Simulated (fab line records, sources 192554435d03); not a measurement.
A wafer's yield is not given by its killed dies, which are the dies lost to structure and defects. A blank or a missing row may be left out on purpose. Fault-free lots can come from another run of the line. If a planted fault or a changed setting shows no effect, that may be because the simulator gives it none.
Chamber matching / flow n5_finfet / N5_BEOL_M6_DESCUM_16 on rie_diel-05: 4 sister chambers
The step chemistry O2, time 7.9 s. 22 wafers are shown with their chamber, then 11 later ones without.

## WAFERS PAIRED WITH THEIR CHAMBERS
wafer=L075.1; chamber=3; drypump_motor_current_A (A)=5.61; throttle_valve_pct (%)=20.32; showerhead_plenum_p_Torr (Torr)=2.13
wafer=L075.5; chamber=1; drypump_motor_current_A (A)=5.56; throttle_valve_pct (%)=20.37; showerhead_plenum_p_Torr (Torr)=2.15
wafer=L075.6; chamber=0; drypump_motor_current_A (A)=5.11; throttle_valve_pct (%)=20.78; showerhead_plenum_p_Torr (Torr)=2.17
wafer=L077.4; chamber=3; drypump_motor_current_A (A)=5.61; throttle_valve_pct (%)=20.35; showerhead_plenum_p_Torr (Torr)=2.13
wafer=L077.5; chamber=2; drypump_motor_current_A (A)=5.91; throttle_valve_pct (%)=20.33; showerhead_plenum_p_Torr (Torr)=2.07
wafer=L077.6; chamber=3; drypump_motor_current_A (A)=5.58; throttle_valve_pct (%)=20.34; showerhead_plenum_p_Torr (Torr)=2.13
wafer=L078.1; chamber=1; drypump_motor_current_A (A)=5.56; throttle_valve_pct (%)=20.40; showerhead_plenum_p_Torr (Torr)=2.14
wafer=L078.2; chamber=2; drypump_motor_current_A (A)=5.90; throttle_valve_pct (%)=20.33; showerhead_plenum_p_Torr (Torr)=2.07
wafer=L078.6; chamber=1; drypump_motor_current_A (A)=5.54; throttle_valve_pct (%)=20.40; showerhead_plenum_p_Torr (Torr)=2.14
wafer=L083.2; chamber=3; drypump_motor_current_A (A)=5.60; throttle_valve_pct (%)=20.35; showerhead_plenum_p_Torr (Torr)=2.13
wafer=L083.5; chamber=1; drypump_motor_current_A (A)=5.54; throttle_valve_pct (%)=20.40; showerhead_plenum_p_Torr (Torr)=2.14
wafer=L083.6; chamber=2; drypump_motor_current_A (A)=5.89; throttle_valve_pct (%)=20.33; showerhead_plenum_p_Torr (Torr)=2.07
wafer=L089.1; chamber=2; drypump_motor_current_A (A)=5.91; throttle_valve_pct (%)=20.37; showerhead_plenum_p_Torr (Torr)=2.06
wafer=L089.2; chamber=1; drypump_motor_current_A (A)=5.59; throttle_valve_pct (%)=20.42; showerhead_plenum_p_Torr (Torr)=2.13
wafer=L089.6; chamber=2; drypump_motor_current_A (A)=5.94; throttle_valve_pct (%)=20.38; showerhead_plenum_p_Torr (Torr)=2.06
wafer=L090.2; chamber=0; drypump_motor_current_A (A)=5.11; throttle_valve_pct (%)=20.83; showerhead_plenum_p_Torr (Torr)=2.16
wafer=L090.4; chamber=0; drypump_motor_current_A (A)=5.12; throttle_valve_pct (%)=20.82; showerhead_plenum_p_Torr (Torr)=2.16
wafer=L090.6; chamber=1; drypump_motor_current_A (A)=5.56; throttle_valve_pct (%)=20.46; showerhead_plenum_p_Torr (Torr)=2.13
wafer=L092.3; chamber=1; drypump_motor_current_A (A)=5.56; throttle_valve_pct (%)=20.44; showerhead_plenum_p_Torr (Torr)=2.13
wafer=L092.4; chamber=0; drypump_motor_current_A (A)=5.11; throttle_valve_pct (%)=20.84; showerhead_plenum_p_Torr (Torr)=2.16
wafer=L092.5; chamber=1; drypump_motor_current_A (A)=5.57; throttle_valve_pct (%)=20.46; showerhead_plenum_p_Torr (Torr)=2.13
wafer=L091.2; chamber=1; drypump_motor_current_A (A)=5.56; throttle_valve_pct (%)=20.46; showerhead_plenum_p_Torr (Torr)=2.13

SIGNATURES, as means of the wafers listed above
reading=drypump_motor_current_A; chamber 0=5.1125; chamber 1=5.5600; chamber 2=5.9100; chamber 3=5.6000; scatter within a chamber=0.0147
reading=throttle_valve_pct; chamber 0=20.8175; chamber 1=20.4233; chamber 2=20.3480; chamber 3=20.3400; scatter within a chamber=0.0278
reading=showerhead_plenum_p_Torr; chamber 0=2.1625; chamber 1=2.1356; chamber 2=2.0660; chamber 3=2.1300; scatter within a chamber=0.00586
Rule: for a wafer and a chamber, the distance is found by dividing, reading by reading, the gap between the wafer's reading and the chamber's mean by the reading's scatter, squaring, summing and taking the root. If the next closest chamber is less than 2 further off than the closest, the wafer can't be placed; otherwise it belongs to the closest. The scatter: the root of (the sum of the squares of (reading less its chamber's mean) over the shown wafers, divided by (wafers less chambers)).

## WAFERS MISSING THEIR CHAMBER
wafer=L091.4; drypump_motor_current_A (A)=5.55; throttle_valve_pct (%)=20.46; showerhead_plenum_p_Torr (Torr)=2.13
wafer=L091.6; drypump_motor_current_A (A)=5.59; throttle_valve_pct (%)=20.39; showerhead_plenum_p_Torr (Torr)=2.12
wafer=L095.1; drypump_motor_current_A (A)=5.61; throttle_valve_pct (%)=20.40; showerhead_plenum_p_Torr (Torr)=2.11
wafer=L095.4; drypump_motor_current_A (A)=5.60; throttle_valve_pct (%)=20.42; showerhead_plenum_p_Torr (Torr)=2.11
wafer=L095.5; drypump_motor_current_A (A)=5.10; throttle_valve_pct (%)=20.85; showerhead_plenum_p_Torr (Torr)=2.16
wafer=L097.1; drypump_motor_current_A (A)=5.59; throttle_valve_pct (%)=20.41; showerhead_plenum_p_Torr (Torr)=2.11
wafer=L097.4; drypump_motor_current_A (A)=5.53; throttle_valve_pct (%)=20.47; showerhead_plenum_p_Torr (Torr)=2.13
wafer=L097.6; drypump_motor_current_A (A)=5.55; throttle_valve_pct (%)=20.46; showerhead_plenum_p_Torr (Torr)=2.13
wafer=L096.1; drypump_motor_current_A (A)=5.88; throttle_valve_pct (%)=20.02; showerhead_plenum_p_Torr (Torr)=2.06
wafer=L096.4; drypump_motor_current_A (A)=5.53; throttle_valve_pct (%)=20.47; showerhead_plenum_p_Torr (Torr)=2.13
wafer=L096.6; drypump_motor_current_A (A)=5.55; throttle_valve_pct (%)=20.46; showerhead_plenum_p_Torr (Torr)=2.13

## WHICH CHAMBER EACH ONE RAN IN
wafer=L091.4; from the rows above=1; in truth=1
wafer=L091.6; from the rows above=can't be placed: 3 or 1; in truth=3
wafer=L095.1; from the rows above=can't be placed: 3 or 1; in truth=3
wafer=L095.4; from the rows above=can't be placed: 3 or 1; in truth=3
wafer=L095.5; from the rows above=0; in truth=0
wafer=L097.1; from the rows above=can't be placed: 3 or 1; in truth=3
wafer=L097.4; from the rows above=1; in truth=1
wafer=L097.6; from the rows above=1; in truth=1
wafer=L096.1; from the rows above=2; in truth=2
wafer=L096.4; from the rows above=1; in truth=1
wafer=L096.6; from the rows above=1; in truth=1
Correct placement for 7 of the 11. From these rows, 4 cannot be placed; in 4 the true chamber is one of the candidates. Number placed wrongly: 0.
